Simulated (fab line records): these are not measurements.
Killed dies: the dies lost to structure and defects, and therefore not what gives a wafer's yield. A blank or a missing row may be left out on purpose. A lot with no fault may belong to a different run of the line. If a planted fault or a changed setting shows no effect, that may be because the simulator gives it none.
Chamber matching -- flow n5-finfet -- N5_BEOL_M8_ETCH_66 on rie-diel-04: 4 sister chambers
The step etches SOC in N2/H2, target depth 80 nm, overetch 16 nm, time 120 s. 22 wafers are shown with their chamber, then 11 later ones without.

## WAFERS, EACH WITH ITS CHAMBER
wafer,chamber,drypump-motor-current-A (A),showerhead-plenum-p-Torr (Torr),rf-vpp-V (V)
L075.2,2,5.5,2.48,523.1
L075.5,0,6.0,2.42,519.5
L075.6,3,6.3,2.62,525.9
L078.1,1,6.6,2.64,525.1
L078.4,2,5.5,2.47,521.5
L078.6,3,6.3,2.61,525.6
L081.4,2,5.6,2.47,520.6
L081.5,1,6.6,2.64,526.4
L081.6,0,6.0,2.41,520.6
L082.3,0,6.0,2.41,520.2
L082.5,0,6.0,2.41,518.4
L082.6,1,6.6,2.64,526.8
L089.1,2,5.6,2.46,521.8
L089.4,0,6.0,2.40,519.5
L089.6,3,6.3,2.61,525.8
L090.2,0,6.0,2.40,520.2
L090.4,2,5.5,2.46,521.1
L090.6,3,6.3,2.60,526.0
L093.4,0,5.9,2.40,519.8
L093.5,1,6.6,2.63,527.7
L093.6,2,5.6,2.46,522.8
L094.1,2,5.5,2.46,520.7

SIGNATURES (averages over the wafers above)
reading,chamber 0,chamber 1,chamber 2,chamber 3,scatter within a chamber
drypump-motor-current-A,5.986,6.600,5.543,6.300,0.0378
showerhead-plenum-p-Torr,2.4071,2.6375,2.4657,2.6100,0.00741
rf-vpp-V,519.743,526.500,521.657,525.825,0.831
Rule: a wafer's distance from a chamber is the root of the sum, over the readings, of the square of ((its reading less the chamber's mean) divided by the reading's scatter). The wafer belongs to the nearest chamber; if the next one is less than 2 further off, it can't be placed. The scatter: the root of (the sum of the squares of (reading less its chamber's mean) over the shown wafers, divided by (wafers less chambers)).

## WAFERS WITHOUT THEIR CHAMBER
wafer,drypump-motor-current-A (A),showerhead-plenum-p-Torr (Torr),rf-vpp-V (V)
L094.4,6.6,2.63,524.6
L094.6,5.5,2.46,521.3
L092.1,6.6,2.63,525.4
L092.3,6.0,2.40,519.4
L092.4,6.3,2.60,526.1
L096.2,6.3,2.60,525.0
L096.4,6.7,2.63,525.0
L096.5,5.6,2.46,521.6
L097.2,5.5,2.46,521.2
L097.5,5.5,2.46,522.4
L097.6,6.3,2.60,524.5

## THE CHAMBER EACH PASSED THROUGH
wafer,from the rows above,in truth
L094.4,1,1
L094.6,2,2
L092.1,1,1
L092.3,0,0
L092.4,3,3
L096.2,3,3
L096.4,1,1
L096.5,2,2
L097.2,2,2
L097.5,2,2
L097.6,3,3
11 of 11 placed correctly. Number that these rows cannot place: 0. Wrongly placed: 0.
